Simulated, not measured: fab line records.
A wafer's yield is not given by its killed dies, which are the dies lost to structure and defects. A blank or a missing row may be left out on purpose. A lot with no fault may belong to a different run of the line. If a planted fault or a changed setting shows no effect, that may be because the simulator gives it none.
fab line records	flow nand-harc
[record] lots = 24	wafers = 72	last-day = 34
route steps=1302 shown A_STAIRCASE@749
lots that met no fault: from a run of the same line without faults
start-h: hours from the record's first day to the start of the lot's first wafer shown	wait-h: hours from the lot's prior step to this one	" repeats the value in the row above	L1.1+2: one row covering several wafers at once	- no value present, or no start provided	* or withheld: withheld	< > ~ a bound
route shown NAME@n: names a module that has steps shown in the file, with the first one's number in the route	usual: mean/standard deviation of fault-free wafers	same: alike in all rows	chamber/n: place in a boat	sites: readings site by site	_std_site: standard deviation across them	_edge_site: the outer-site mean with the inner-site mean subtracted	radius-mm: for every site, how far away it sits from the centre of the wafer	mask NAME#n: copy n	behind: the last tool/chamber to shape the wafer	hold: reason for holding the lot/hours on hold/outcome of the hold	device: which transistor (n, p or np) failed to switch	end of line: the route-end tests of the same wafers	step lacking rows: just its recipe	killed: dies lost to structure and defects at the first sort, not the wafer's yield	map: dies across one wafer; x = killed, . = not, _ = none there
set.NAME: setting as actually run; set.NAME@STEP: the setting as run at that earlier step	model.NAME: the simulator's own value behind a step, which no gauge read
route steps across a sampled set of lots; one table per step, one row per wafer
services: when a tool's chamber went out of use (start-h, in hours from the record's first day, below 0 if earlier), for how many hours, and the reason
[[steps]]
[step NHARC_A_STAIRCASE_TRIM_235]
[recipe] time-s = 211.2	o2-flow-sccm = 500	ar-flow-sccm = 0	bias-w = 0	chemistry = O2
[usual] drypump-motor-current-A = 5.8/0.42	oes-product-au = 1.000/0.0093	rf-vpp-V = 57.7/0.88	showerhead-plenum-p-Torr = 3.48/0.16	throttle-valve-pct = 17.037/0.0093
lot.wafer	tool	chamber	start-h	wait-h	drypump-motor-current-A	oes-product-au	rf-hours-counter-h	rf-vpp-V	showerhead-plenum-p-Torr	throttle-valve-pct
L075.2	rie-diel-02	2	-	-	5.1	0.990	46	56.7	3.30	17.041
L075.6	"	3	"	"	5.9	1.003	-	57.9	3.78	17.049
L075.5	"	0	"	"	6.2	1.003	-	57.1	3.34	17.038
L074.3	rie-diel-05	3	-	-	5.8	0.984	41	56.8	3.63	17.045
L074.2	"	1	"	"	6.1	0.997	38	57.7	3.36	17.048
L074.6	"	2	"	"	6.1	1.008	-	58.8	3.75	17.022
L076.3	rie-diel-09	2	-	-	6.0	1.001	23	58.8	3.51	17.043
L076.1	"	3	"	"	5.0	0.997	26	57.1	3.63	17.021
L076.5	"	1	"	"	5.3	1.007	-	57.7	3.43	17.048
L077.2	rie-diel-09	1	-	-	5.3	1.004	26	57.7	3.43	17.032
L077.6	"	0	"	"	6.3	1.018	-	57.0	3.43	17.034
L077.5	"	1	"	"	5.3	1.005	-	57.2	3.43	17.043
L078.2	rie-diel-09	3	-	-	4.9	1.000	27	57.5	3.63	17.033
L078.6	"	3	"	"	5.0	0.995	-	57.7	3.63	17.025
L078.5	"	0	"	"	6.3	1.005	-	57.6	3.43	17.043
L080.2	rie-diel-02	1	-	-	6.0	1.004	2	58.5	3.44	17.034
L080.1	"	2	"	"	5.1	1.007	3	56.7	3.30	17.032
L080.6	"	1	"	"	6.0	1.006	-	57.6	3.44	17.028
L079.1	rie-diel-02	2	-	-	5.1	0.983	5	57.9	3.30	17.029
L079.5	"	3	"	"	5.9	0.997	-	58.9	3.77	17.033
L079.6	"	0	"	"	6.2	0.999	-	57.4	3.34	17.045
L081.3	rie-diel-09	1	-	-	5.2	0.999	40	57.8	3.43	17.035
L081.2	"	3	"	"	5.0	0.989	42	57.6	3.62	17.035
L081.5	"	2	"	"	6.0	0.994	-	56.4	3.50	17.033
L082.1	rie-diel-02	1	-	-	5.9	0.993	13	57.5	3.43	17.042
L082.4	"	2	"	"	5.1	1.008	12	57.3	3.29	17.051
L082.5	"	2	"	"	5.1	1.016	-	56.9	3.29	17.050
L083.3	rie-diel-09	3	-	-	5.0	1.002	46	57.4	3.62	17.028
L083.1	"	0	"	"	6.3	1.007	47	56.8	3.42	17.031
L083.6	"	0	"	"	6.3	1.017	-	58.1	3.42	17.051
L084.3	rie-diel-05	1	-	-	6.1	0.998	11	57.5	3.34	17.013
L084.6	"	0	"	"	5.9	0.999	-	57.8	3.32	17.028
L084.5	"	1	"	"	6.1	0.993	-	57.6	3.35	17.039
L085.2	rie-diel-02	0	-	-	6.2	0.998	27	57.5	3.33	17.042
L085.1	"	1	"	"	5.9	1.000	27	56.7	3.42	17.024
L085.3	"	2	"	"	5.1	0.996	25	57.6	3.29	17.043
L086.1	rie-diel-05	3	-	-	5.9	0.987	18	58.9	3.61	17.024
L086.2	"	0	"	"	5.8	0.987	19	58.3	3.32	17.025
L086.6	"	2	"	"	6.1	1.009	-	56.9	3.74	17.038
L088.1	rie-diel-05	0	-	-	5.9	1.011	28	57.1	3.31	17.035
L088.3	"	2	"	"	6.1	1.004	14	58.7	3.74	17.047
L088.2	"	3	"	"	5.9	0.997	25	57.8	3.61	17.046
L087.2	rie-diel-05	1	-	-	6.1	0.991	28	56.5	3.34	17.042
L087.6	"	0	"	"	5.9	1.010	-	58.1	3.31	17.034
L087.5	"	1	"	"	6.1	0.994	-	57.6	3.34	17.032
L089.3	rie-diel-05	1	-	-	6.0	0.999	30	56.5	3.33	17.044
L089.1	"	2	"	"	6.1	1.017	17	57.9	3.74	17.035
L089.5	"	1	"	"	6.0	0.989	-	58.4	3.33	17.028
L090.3	rie-diel-02	2	-	-	5.1	1.003	42	57.8	3.28	17.041
L090.4	"	3	"	"	5.9	0.999	40	57.4	3.75	17.044
L090.6	"	3	"	"	5.9	0.997	-	59.1	3.75	17.056
L092.1	rie-diel-09	0	-	-	6.3	0.990	11	58.0	3.40	17.046
L092.5	"	1	"	"	5.3	1.007	-	58.2	3.41	17.038
L092.6	"	2	"	"	6.0	0.990	-	57.5	3.48	17.056
L091.2	rie-diel-05	2	-	-	6.1	1.003	24	58.0	3.73	17.039
L091.5	"	3	"	"	5.9	0.980	-	57.0	3.60	17.028
L091.6	"	0	"	"	5.9	1.005	-	58.4	3.31	17.025
L093.1	rie-diel-05	0	-	-	5.8	1.011	47	56.5	3.30	17.046
L093.3	"	1	"	"	6.1	0.996	45	58.4	3.33	17.019
L093.6	"	3	"	"	5.9	0.984	-	55.8	3.60	17.028
L094.1	rie-diel-09	0	-	-	6.3	0.986	23	58.1	3.40	17.026
L094.3	"	1	"	"	5.3	0.996	24	55.7	3.40	17.045
L094.4	"	0	"	"	6.3	0.997	-	57.0	3.40	17.023
L096.3	rie-diel-05	3	-	-	5.9	0.988	46	57.8	3.60	17.023
L096.4	"	0	"	"	5.9	1.010	51	57.1	3.30	17.052
L096.5	"	2	"	"	6.2	1.025	-	58.2	3.73	17.050
L095.3	rie-diel-09	1	-	-	5.3	1.013	32	56.7	3.40	17.037
L095.1	"	3	"	"	5.0	1.000	27	57.2	3.60	17.030
L095.2	"	0	"	"	6.3	1.002	29	58.6	3.39	17.055
L097.1	rie-diel-02	0	-	-	6.3	1.009	10	58.0	3.31	17.049
L097.5	"	2	"	"	5.1	0.998	-	58.6	3.80	17.032
L097.6	"	3	"	"	5.9	1.005	-	58.4	3.74	17.034
[step NHARC_A_STAIRCASE_HM_DEP_456]
[recipe] target-thk-a = 31000	temp-c = 400	material = aC
[usual] throttle-valve-pct = 35.000/0.0087
lot.wafer	tool	chamber	start-h	wait-h	throttle-valve-pct
L075.2	acl-dep-03	0	370.88	-	35.012
L075.5	"	0	"	"	34.999
L075.6	"	0	"	"	35.004
L074.2	acl-dep-03	0	381.03	-	34.983
L074.3	"	0	"	"	35.012
L074.6	"	0	"	"	35.004
L076.1	acl-dep-03	0	405.76	-	34.994
L076.3	"	0	"	"	35.017
L076.5	"	0	"	"	35.006
L077.2	acl-dep-01	0	408.20	-	34.992
L077.5	"	0	"	"	34.987
L077.6	"	0	"	"	34.983
L078.2	acl-dep-01	0	411.72	-	35.006
L078.5	"	0	"	"	35.004
L078.6	"	0	"	"	35.010
L080.1	acl-dep-01	0	419.24	-	35.005
L080.2	"	0	"	"	34.994
L080.6	"	0	420.73	-	34.990
L079.1	acl-dep-01	0	425.77	-	34.996
L079.5	"	0	427.00	-	35.001
L079.6	"	0	"	"	34.995
L081.2	acl-dep-03	0	445.10	-	35.005
L081.3	"	0	"	"	35.016
L081.5	"	0	"	"	35.010
L082.1	acl-dep-02	0	446.56	-	34.983
L082.4	"	0	"	"	34.989
L082.5	"	0	"	"	35.002
L083.1	acl-dep-03	0	452.85	-	34.993
L083.3	"	0	"	"	34.987
L083.6	"	0	"	"	34.999
L084.3	acl-dep-03	0	457.16	-	35.011
L084.5	"	0	"	"	35.000
L084.6	"	0	"	"	34.995
L085.1	acl-dep-03	0	479.63	-	35.004
L085.2	"	0	"	"	34.988
L085.3	"	0	"	"	35.001
L086.1	acl-dep-02	0	483.92	-	35.001
L086.2	"	0	"	"	34.993
L086.6	"	0	485.45	-	34.991
L088.1	acl-dep-01	0	508.87	-	35.008
L088.2	"	0	"	"	34.996
L088.3	"	0	"	"	35.001
L087.2	acl-dep-03	0	511.80	-	35.004
L087.5	"	0	"	"	35.000
L087.6	"	0	"	"	34.999
L089.1	acl-dep-03	0	521.61	-	34.987
L089.3	"	0	"	"	35.016
L089.5	"	0	"	"	35.008
L090.3	acl-dep-03	0	539.59	-	35.008
L090.4	"	0	"	"	34.998
L090.6	"	0	"	"	35.009
L092.1	acl-dep-03	0	541.46	-	34.987
L092.5	"	0	542.69	-	35.003
L092.6	"	0	"	"	34.992
L091.2	acl-dep-03	0	543.62	-	35.013
L091.5	"	0	"	"	35.009
L091.6	"	0	"	"	35.001
L093.1	acl-dep-03	0	563.63	-	35.009
L093.3	"	0	"	"	35.001
L093.6	"	0	"	"	34.994
L094.1	acl-dep-02	0	579.98	-	35.000
L094.3	"	0	"	"	34.999
L094.4	"	0	"	"	34.999
L096.3	acl-dep-01	0	585.28	-	34.999
L096.4	"	0	"	"	35.004
L096.5	"	0	"	"	34.997
L095.1	acl-dep-01	0	594.33	-	34.998
L095.2	"	0	"	"	34.999
L095.3	"	0	"	"	35.007
L097.1	acl-dep-01	0	607.15	-	34.988
L097.5	"	0	608.38	-	34.998
L097.6	"	0	"	"	34.995
[step NHARC_A_STAIRCASE_ETCH_271]
[recipe] cf4-flow-sccm = 100	chf3-flow-sccm = 30	ar-flow-sccm = 0	rf-w = 500	bias-w = 200	chemistry = CF4/CHF3
[usual] chf3-flow-sccm = 30.01/0.09	drypump-motor-current-A = 5.8/0.44	oes-product-au = 0.953/0.02	rf-vpp-V = 369.8/2.4	showerhead-plenum-p-Torr = 1.55/0.069	throttle-valve-pct = 16.803/0.0082
lot.wafer	tool	chamber	start-h	wait-h	chf3-flow-sccm	drypump-motor-current-A	oes-product-au	rf-hours-counter-h	rf-vpp-V	showerhead-plenum-p-Torr	throttle-valve-pct
L075.2	rie-diel-02	3	373.52	0.1	29.94	5.9	0.941	48	374.2	1.69	16.803
L075.6	"	0	"	"	30.08	6.2	0.954	-	366.8	1.49	16.806
L075.5	"	1	"	"	30.09	5.9	0.950	-	369.4	1.53	16.814
L074.2	rie-diel-05	2	383.65	0.1	30.02	6.1	0.958	41	373.3	1.67	16.797
L074.3	"	1	"	"	29.99	6.0	0.938	40	366.2	1.50	16.807
L074.6	"	2	"	"	30.07	6.1	0.941	-	375.8	1.67	16.797
L076.3	rie-diel-09	1	408.75	0.1	29.87	5.2	0.955	28	370.0	1.53	16.814
L076.1	"	2	"	"	29.97	6.0	0.953	26	370.4	1.56	16.800
L076.5	"	1	"	"	29.88	5.3	0.955	-	369.1	1.53	16.802
L077.2	rie-diel-09	3	410.74	0.1	29.98	4.9	0.923	29	373.8	1.62	16.799
L077.6	"	3	"	"	29.94	5.0	0.930	-	373.5	1.62	16.803
L077.5	"	0	"	"	29.90	6.3	0.927	-	369.1	1.53	16.805
L078.2	rie-diel-09	2	414.26	0.1	29.85	6.0	0.967	29	370.0	1.56	16.802
L078.5	"	2	"	"	29.99	6.0	0.968	-	371.6	1.56	16.793
L078.6	"	3	"	"	30.17	5.0	0.957	-	372.7	1.62	16.803
L080.2	rie-diel-05	3	422.01	0.1	29.92	5.8	0.949	1	372.8	1.62	16.812
L080.1	"	1	"	"	29.99	6.1	0.965	1	368.3	1.49	16.790
L080.6	"	1	"	"	29.98	6.0	0.955	-	367.2	1.49	16.800
L079.1	rie-diel-02	0	428.63	0.1	29.99	6.2	0.936	9	368.4	1.49	16.792
L079.5	"	3	"	"	30.09	5.9	0.953	-	373.1	1.68	16.791
L079.6	"	0	"	"	30.02	6.2	0.948	-	368.4	1.49	16.815
L081.2	rie-diel-02	3	447.72	0.1	30.06	5.9	0.974	16	373.6	1.68	16.802
L081.3	"	0	"	"	30.08	6.2	0.979	16	367.2	1.49	16.800
L081.5	"	3	"	"	30.02	5.9	0.989	-	374.4	1.68	16.802
L082.1	rie-diel-09	3	449.48	0.1	29.94	5.0	0.971	47	371.5	1.62	16.807
L082.4	"	1	"	"	29.91	5.3	0.965	46	369.1	1.53	16.806
L082.5	"	0	"	"	29.87	6.3	0.973	-	369.3	1.52	16.810
L083.1	rie-diel-02	2	455.68	0.1	30.03	5.1	0.972	18	368.4	1.47	16.798
L083.3	"	3	"	"	30.07	5.9	0.971	17	372.6	1.68	16.793
L083.6	"	1	"	"	30.03	5.9	0.972	-	368.1	1.53	16.821
L084.3	rie-diel-09	1	459.57	0.1	29.95	5.2	0.922	48	368.2	1.53	16.805
L084.5	"	2	"	"	30.12	6.0	0.905	-	370.3	1.56	16.789
L084.6	"	3	"	"	30.08	5.0	0.916	-	372.2	1.62	16.790
L085.1	rie-diel-05	0	482.56	0.1	29.91	5.8	0.972	19	366.7	1.48	16.804
L085.3	"	2	"	"	29.96	6.1	0.965	6	375.3	1.67	16.817
L085.2	"	3	"	"	30.05	5.8	0.953	18	371.9	1.61	16.799
L086.2	rie-diel-05	3	486.84	0.1	30.09	5.8	0.946	20	372.5	1.61	16.814
L086.1	"	2	"	"	30.10	6.1	0.961	7	373.5	1.67	16.791
L086.6	"	0	"	"	29.99	5.8	0.989	-	366.6	1.48	16.795
L088.3	rie-diel-09	1	511.83	0.1	30.02	5.2	0.978	1	367.3	1.52	16.806
L088.1	"	2	"	"	29.85	6.0	0.969	1	369.7	1.55	16.802
L088.2	"	0	"	"	30.22	6.3	0.953	0	369.4	1.52	16.810
L087.2	rie-diel-09	1	514.43	0.1	30.15	5.3	0.968	2	368.1	1.52	16.802
L087.6	"	1	"	"	30.12	5.3	0.970	-	370.6	1.52	16.809
L087.5	"	2	"	"	30.09	6.0	0.978	-	370.3	1.55	16.807
L089.3	rie-diel-09	3	524.53	0.1	30.07	5.0	0.930	7	371.4	1.61	16.806
L089.1	"	1	"	"	30.04	5.2	0.958	7	368.4	1.52	16.800
L089.5	"	3	"	"	30.08	5.0	0.941	-	371.3	1.61	16.796
L090.4	rie-diel-05	0	541.90	0.1	30.04	5.8	0.972	41	366.8	1.47	16.798
L090.3	"	2	"	"	30.00	6.1	0.957	25	373.4	1.67	16.811
L090.6	"	1	"	"	30.00	6.0	0.947	-	368.7	1.48	16.798
L092.1	rie-diel-05	0	544.48	0.1	30.01	5.8	0.926	43	369.2	1.47	16.805
L092.6	"	1	"	"	30.05	6.0	0.919	-	366.5	1.48	16.816
L092.5	"	2	"	"	29.90	6.2	0.927	-	374.6	1.67	16.813
L091.2	rie-diel-02	0	546.30	0.1	30.01	6.2	0.963	49	366.3	1.48	16.814
L091.5	"	1	"	"	29.91	5.9	0.959	-	368.0	1.52	16.811
L091.6	"	2	"	"	29.98	5.1	0.979	-	365.5	1.46	16.803
L093.1	rie-diel-05	2	566.61	0.1	29.99	6.1	0.941	30	373.3	1.66	16.805
L093.3	"	3	"	"	30.01	5.9	0.910	42	371.3	1.61	16.807
L093.6	"	1	"	"	29.94	6.1	0.928	-	367.6	1.48	16.803
L094.3	rie-diel-09	3	583.02	0.2	30.17	5.0	0.919	23	371.8	1.61	16.806
L094.1	"	0	"	"	29.96	6.3	0.926	25	369.5	1.51	16.813
L094.4	"	0	"	"	30.12	6.3	0.927	-	369.7	1.51	16.800
L096.3	rie-diel-02	2	588.33	0.3	29.90	5.1	0.933	1	373.8	1.70	16.787
L096.4	"	3	"	"	30.05	5.9	0.931	1	374.1	1.67	16.798
L096.5	"	1	"	"	30.08	5.9	0.941	-	367.8	1.52	16.803
L095.3	rie-diel-09	0	597.64	0.1	30.18	6.3	0.983	34	370.0	1.51	16.793
L095.2	"	1	"	"	30.00	5.3	0.956	38	368.3	1.51	16.818
L095.1	"	3	"	"	29.90	5.0	0.984	31	371.4	1.60	16.791
L097.1	rie-diel-02	3	609.95	0.1	29.90	5.9	0.981	12	373.6	1.67	16.800
L097.6	"	3	"	"	29.97	5.9	0.970	-	372.8	1.67	16.801
L097.5	"	0	"	"	29.87	6.2	0.977	-	368.1	1.47	16.813
[step NHARC_A_STAIRCASE_HM_OPEN_457]
[recipe] o2-flow-sccm = 400	cos-flow-sccm = 20	ar-flow-sccm = 0	rf-w = 500	bias-w = 300	chemistry = O2/COS
[usual] drypump-motor-current-A = 5.7/0.45	oes-product-au = 1.000/0.0073	rf-vpp-V = 466/3	showerhead-plenum-p-Torr = 3.08/0.14	throttle-valve-pct = 28.329/0.0086
lot.wafer	tool	chamber	start-h	wait-h	drypump-motor-current-A	oes-product-au	rf-hours-counter-h	rf-vpp-V	showerhead-plenum-p-Torr	throttle-valve-pct
L075.2	rie-diel-02	0	-	-	6.2	1.009	48	462	2.96	28.330
L075.5	"	1	"	"	5.9	0.990	-	466	3.04	28.327
L075.6	"	2	"	"	5.1	0.989	-	463	2.92	28.337
L074.3	rie-diel-05	1	-	-	6.1	1.001	40	464	2.97	28.326
L074.2	"	3	"	"	5.8	0.998	43	470	3.21	28.323
L074.6	"	1	"	"	6.1	0.995	-	463	2.97	28.332
L076.3	rie-diel-09	2	-	-	6.0	0.998	26	467	3.10	28.333
L076.1	"	0	"	"	6.3	1.004	32	464	3.03	28.330
L076.5	"	2	"	"	6.0	0.997	-	467	3.10	28.322
L077.2	rie-diel-09	3	-	-	4.9	0.992	29	469	3.22	28.327
L077.6	"	3	"	"	5.0	0.993	-	468	3.21	28.329
L077.5	"	0	"	"	6.3	1.007	-	465	3.03	28.329
L078.2	rie-diel-09	0	-	-	6.3	1.011	35	465	3.03	28.338
L078.6	"	3	"	"	5.0	0.999	-	469	3.21	28.309
L078.5	"	0	"	"	6.3	1.006	-	467	3.03	28.323
L080.2	rie-diel-05	0	-	-	5.8	0.996	1	464	2.94	28.338
L080.1	"	3	"	"	5.8	0.989	1	469	3.21	28.337
L080.6	"	0	"	"	5.8	1.003	-	463	2.94	28.346
L079.1	rie-diel-02	3	-	-	5.9	1.004	8	471	3.34	28.335
L079.6	"	1	"	"	6.0	1.001	-	465	3.04	28.329
L079.5	"	2	"	"	5.1	1.001	-	462	2.91	28.329
L081.3	rie-diel-02	3	-	-	5.9	1.012	16	471	3.34	28.311
L081.2	"	0	"	"	6.3	0.988	16	464	2.95	28.333
L081.5	"	2	"	"	5.1	0.996	-	463	2.91	28.332
L082.4	rie-diel-09	3	-	-	5.0	0.993	47	469	3.21	28.340
L082.1	"	0	"	"	6.3	1.010	48	464	3.02	28.332
L082.5	"	0	"	"	6.3	1.004	-	465	3.02	28.332
L083.3	rie-diel-02	0	-	-	6.3	0.990	17	463	2.95	28.328
L083.1	"	1	"	"	6.0	1.004	18	465	3.03	28.326
L083.6	"	2	"	"	5.1	1.009	-	461	2.91	28.330
L084.3	rie-diel-09	1	-	-	5.2	1.004	48	465	3.03	28.322
L084.6	"	1	"	"	5.2	0.994	-	465	3.03	28.328
L084.5	"	2	"	"	6.0	0.993	-	467	3.09	28.330
L085.3	rie-diel-05	1	-	-	6.1	0.999	19	463	2.95	28.334
L085.1	"	2	"	"	6.1	1.006	6	472	3.31	28.327
L085.2	"	0	"	"	5.8	0.998	19	464	2.93	28.339
L086.2	rie-diel-05	0	-	-	5.8	1.005	20	464	2.93	28.318
L086.1	"	1	"	"	6.0	0.991	20	463	2.95	28.337
L086.6	"	1	"	"	6.0	0.999	-	464	2.95	28.321
L088.3	rie-diel-09	0	-	-	6.3	0.994	0	465	3.02	28.339
L088.2	"	2	"	"	6.0	0.994	1	467	3.08	28.341
L088.1	"	3	"	"	5.0	0.995	1	468	3.20	28.316
L087.2	rie-diel-09	2	-	-	6.0	0.993	2	466	3.08	28.332
L087.6	"	1	"	"	5.2	1.001	-	465	3.02	28.341
L087.5	"	2	"	"	6.0	0.998	-	466	3.08	28.334
L089.1	rie-diel-09	1	-	-	5.3	0.999	7	466	3.02	28.327
L089.3	"	0	"	"	6.3	1.000	8	466	3.01	28.348
L089.5	"	1	"	"	5.3	1.006	-	464	3.02	28.334
L090.4	rie-diel-05	3	-	-	5.9	0.989	36	470	3.19	28.329
L090.3	"	1	"	"	6.0	0.977	40	463	2.94	28.335
L090.6	"	3	"	"	5.8	0.982	-	468	3.19	28.325
L092.1	rie-diel-05	1	-	-	6.1	0.999	41	464	2.94	28.343
L092.6	"	0	"	"	5.8	0.995	-	462	2.92	28.320
L092.5	"	1	"	"	6.1	0.989	-	462	2.94	28.324
L091.2	rie-diel-02	3	-	-	5.9	0.996	47	471	3.32	28.332
L091.5	"	2	"	"	5.1	1.001	-	461	2.89	28.335
L091.6	"	3	"	"	5.9	0.998	-	471	3.32	28.323
L093.1	rie-diel-05	0	-	-	5.9	1.006	48	464	2.92	28.319
L093.3	"	2	"	"	6.1	1.018	30	471	3.30	28.324
L093.6	"	1	"	"	6.0	0.999	-	463	2.94	28.329
L094.3	rie-diel-09	1	-	-	5.2	1.015	26	464	3.01	28.337
L094.1	"	3	"	"	4.9	1.004	23	469	3.19	28.326
L094.4	"	1	"	"	5.2	1.018	-	465	3.01	28.320
L096.4	rie-diel-02	1	-	-	5.9	1.017	2	466	3.01	28.319
L096.3	"	3	"	"	5.9	0.999	1	472	3.32	28.316
L096.5	"	0	"	"	6.2	1.024	-	462	2.93	28.337
L095.2	rie-diel-09	2	-	-	6.0	0.997	30	466	3.07	28.327
L095.3	"	3	"	"	5.0	0.995	31	471	3.18	28.318
L095.1	"	1	"	"	5.3	1.003	38	464	3.00	28.328
L097.1	rie-diel-02	0	-	-	6.3	1.012	12	463	2.92	28.344
L097.6	"	1	"	"	5.9	1.008	-	465	3.01	28.338
L097.5	"	2	"	"	5.1	1.003	-	472	3.37	28.331
[step NHARC_A_STAIRCASE_ETCH_294]
[recipe] target-depth-a = 49890	time-s = 1211.6	ion-energy-ev = 800	c4f8-flow-sccm = 80	o2-flow-sccm = 60	ar-flow-sccm = withheld	rf-w = 600	bias-w = 3000	chemistry = C4F8/O2/Ar
[usual] oes-product-au = 0.933/0.011	rf-vpp-V = 1823/11
lot.wafer	tool	chamber	start-h	wait-h	oes-product-au	rf-hours-counter-h	rf-vpp-V
L075.2	rie-diel-05	0	-	-	0.919	41	1811
L075.5	"	1	"	"	0.917	-	1813
L075.6	"	2	"	"	0.924	-	1844
L074.2	rie-diel-05	0	-	-	0.913	42	1812
L074.3	"	2	"	"	0.933	43	1843
L074.6	"	0	"	"	0.929	-	1813
L076.3	rie-diel-02	3	-	-	0.930	3	1845
L076.1	"	1	"	"	0.940	2	1822
L076.5	"	3	"	"	0.937	-	1846
L077.2	rie-diel-09	0	-	-	0.941	37	1818
L077.6	"	1	"	"	0.935	-	1820
L077.5	"	2	"	"	0.936	-	1825
L078.2	rie-diel-02	2	-	-	0.929	5	1810
L078.6	"	1	"	"	0.945	-	1820
L078.5	"	2	"	"	0.934	-	1811
L080.1	rie-diel-09	1	-	-	0.923	38	1820
L080.2	"	2	"	"	0.920	38	1825
L080.6	"	2	"	"	0.929	-	1825
L079.1	rie-diel-09	1	-	-	0.933	41	1820
L079.6	"	2	"	"	0.932	-	1825
L079.5	"	3	"	"	0.937	-	1833
L081.2	rie-diel-09	2	-	-	0.936	49	1824
L081.3	"	0	"	"	0.938	50	1818
L081.5	"	1	"	"	0.933	-	1820
L082.4	rie-diel-09	0	-	-	0.943	51	1819
L082.1	"	3	"	"	0.938	50	1834
L082.5	"	1	"	"	0.934	-	1818
L083.1	rie-diel-02	0	-	-	0.916	23	1812
L083.3	"	2	"	"	0.924	22	1808
L083.6	"	3	"	"	0.922	-	1842
L084.3	rie-diel-05	1	-	-	0.932	16	1813
L084.6	"	0	"	"	0.927	-	1811
L084.5	"	1	"	"	0.931	-	1812
L085.1	rie-diel-05	0	-	-	0.950	23	1812
L085.2	"	1	"	"	0.934	22	1813
L085.3	"	2	"	"	0.933	9	1842
L086.1	rie-diel-09	2	-	-	0.939	59	1824
L086.2	"	3	"	"	0.944	59	1834
L086.6	"	1	"	"	0.951	-	1819
L087.2	rie-diel-09	1	-	-	0.949	6	1817
L087.5	"	1	"	"	0.936	-	1817
L087.6	"	2	"	"	0.934	-	1824
L088.2	rie-diel-02	0	-	-	0.917	42	1811
L088.3	"	1	"	"	0.935	44	1819
L088.1	"	2	"	"	0.934	39	1807
L089.1	rie-diel-09	3	-	-	0.932	11	1833
L089.3	"	0	"	"	0.944	10	1818
L089.5	"	2	"	"	0.929	-	1823
L090.3	rie-diel-09	0	-	-	0.927	17	1818
L090.4	"	1	"	"	0.915	16	1817
L090.6	"	3	"	"	0.922	-	1831
L092.1	rie-diel-09	1	-	-	0.941	17	1818
L092.6	"	0	"	"	0.938	-	1818
L092.5	"	1	"	"	0.931	-	1817
L091.2	rie-diel-02	3	-	-	0.937	49	1843
L091.6	"	3	"	"	0.927	-	1843
L091.5	"	0	"	"	0.930	-	1811
L093.3	rie-diel-02	1	-	-	0.938	59	1818
L093.1	"	2	"	"	0.933	57	1807
L093.6	"	2	"	"	0.938	-	1809
L094.1	rie-diel-02	0	-	-	0.960	6	1811
L094.4	"	1	"	"	0.959	5	1817
L094.3	"	3	"	"	0.943	5	1842
L096.3	rie-diel-05	3	-	-	0.935	5	1831
L096.4	"	0	"	"	0.929	5	1810
L096.5	"	0	"	"	0.935	-	1810
L095.2	rie-diel-02	0	-	-	0.955	10	1808
L095.1	"	1	"	"	0.951	10	1817
L095.3	"	3	"	"	0.944	11	1841
L097.1	rie-diel-02	0	-	-	0.939	15	1810
L097.6	"	3	"	"	0.940	-	1841
L097.5	"	0	"	"	0.933	-	1809
[step NHARC_A_STAIRCASE_DEP_301]
[recipe] target-thk-a = 300	target-thk-nm = 30	temp-c = 400	pressure-torr = 3.5	flow-sccm = 200	rf-w = 350	material = SiON
[usual] heater-power-w = 764/74
lot.wafer	tool	chamber	start-h	wait-h	heater-power-w
L075.2	pecvd-04	2	388.99	1.3	725
L075.6	"	1	"	"	699
L075.5	"	2	"	"	728
L074.3	pecvd-03	2	393.91	0.9	821
L074.2	"	0	"	"	744
L074.6	"	1	"	"	780
L076.3	pecvd-03	1	419.35	1.0	766
L076.1	"	2	"	"	766
L076.5	"	2	"	"	774
L077.2	pecvd-03	1	421.86	1.3	810
L077.6	"	0	"	"	822
L077.5	"	1	"	"	834
L078.2	pecvd-04	2	425.85	1.3	724
L078.6	"	1	"	"	794
L078.5	"	0	"	"	783
L080.2	pecvd-03	0	433.94	1.3	722
L080.1	"	1	"	"	796
L080.6	"	2	"	"	707
L079.1	pecvd-03	0	453.00	1.7	815
L079.6	"	2	"	"	784
L079.5	"	1	"	"	706
L081.3	pecvd-04	1	466.53	1.0	727
L081.2	"	2	"	"	654
L081.5	"	1	"	"	723
L082.1	pecvd-04	0	468.41	1.6	918
L082.5	"	1	"	"	747
L082.4	"	2	"	"	674
L083.3	pecvd-04	1	471.54	0.9	701
L083.1	"	0	"	"	863
L083.6	"	2	"	"	717
L084.3	pecvd-02	0	472.36	0.9	700
L084.5	"	1	"	"	802
L084.6	"	2	"	"	723
L085.2	pecvd-04	1	500.10	1.3	732
L085.3	"	2	"	"	725
L085.1	"	0	"	"	935
L086.1	pecvd-03	1	501.75	1.6	801
L086.2	"	0	"	"	718
L086.6	"	2	"	"	861
L087.2	pecvd-03	0	525.02	1.2	718
L087.5	"	0	"	"	713
L087.6	"	2	"	"	848
L088.1	pecvd-04	2	527.49	1.5	681
L088.2	"	0	"	"	886
L088.3	"	1	"	"	734
L089.1	pecvd-02	2	540.10	1.6	794
L089.3	"	1	"	"	803
L089.5	"	0	"	"	645
L090.3	pecvd-04	2	552.38	0.9	649
L090.4	"	2	"	"	674
L090.6	"	0	"	"	936
L092.1	pecvd-02	2	554.80	1.6	794
L092.5	"	0	"	"	612
L092.6	"	1	"	"	715
L091.2	pecvd-02	2	556.88	2.0	822
L091.6	"	0	"	"	612
L091.5	"	2	"	"	794
L093.1	pecvd-04	2	576.63	1.6	701
L093.3	"	0	"	"	880
L093.6	"	1	"	"	733
L094.3	pecvd-03	2	597.17	1.0	699
L094.1	"	0	"	"	803
L094.4	"	0	"	"	816
L096.3	pecvd-03	1	602.52	0.9	818
L096.4	"	1	"	"	851
L096.5	"	2	"	"	729
L095.2	pecvd-04	2	609.74	1.3	619
L095.1	"	0	"	"	843
L095.3	"	1	"	"	784
L097.1	pecvd-04	1	630.14	1.6	678
L097.5	"	1	"	"	690
L097.6	"	0	"	"	876
[[services]]
tool	chamber	start-h	hours	kind
rie-diel-09	3	352.38	8.4	repair
pecvd-04	2	361.31	6.6	repair
pecvd-03	-	366.00	13.0	pm
acl-dep-01	-	371.98	13.0	pm
pecvd-04	2	377.59	4.0	repair
rie-diel-02	3	388.56	5.6	repair
pecvd-04	-	392.48	27.3	repair
rie-diel-02	-	400.29	9.0	pm
rie-diel-05	-	406.76	9.0	pm
pecvd-02	-	408.00	13.0	pm
pecvd-04	-	450.08	13.0	pm
pecvd-03	-	463.99	0.5	repair
pecvd-02	-	474.54	1.3	repair
acl-dep-03	-	485.23	13.0	pm
rie-diel-09	-	497.82	9.0	pm
pecvd-03	-	547.00	13.0	pm
acl-dep-01	-	554.72	13.0	pm
pecvd-04	0	554.86	5.8	repair
pecvd-04	-	573.26	0.7	repair
rie-diel-09	2	574.03	11.1	repair
rie-diel-02	-	577.30	9.0	pm
rie-diel-05	-	583.76	9.0	pm
rie-diel-05	0	618.01	5.8	repair
rie-diel-09	2	622.98	5.5	repair
[[key]]
fault none
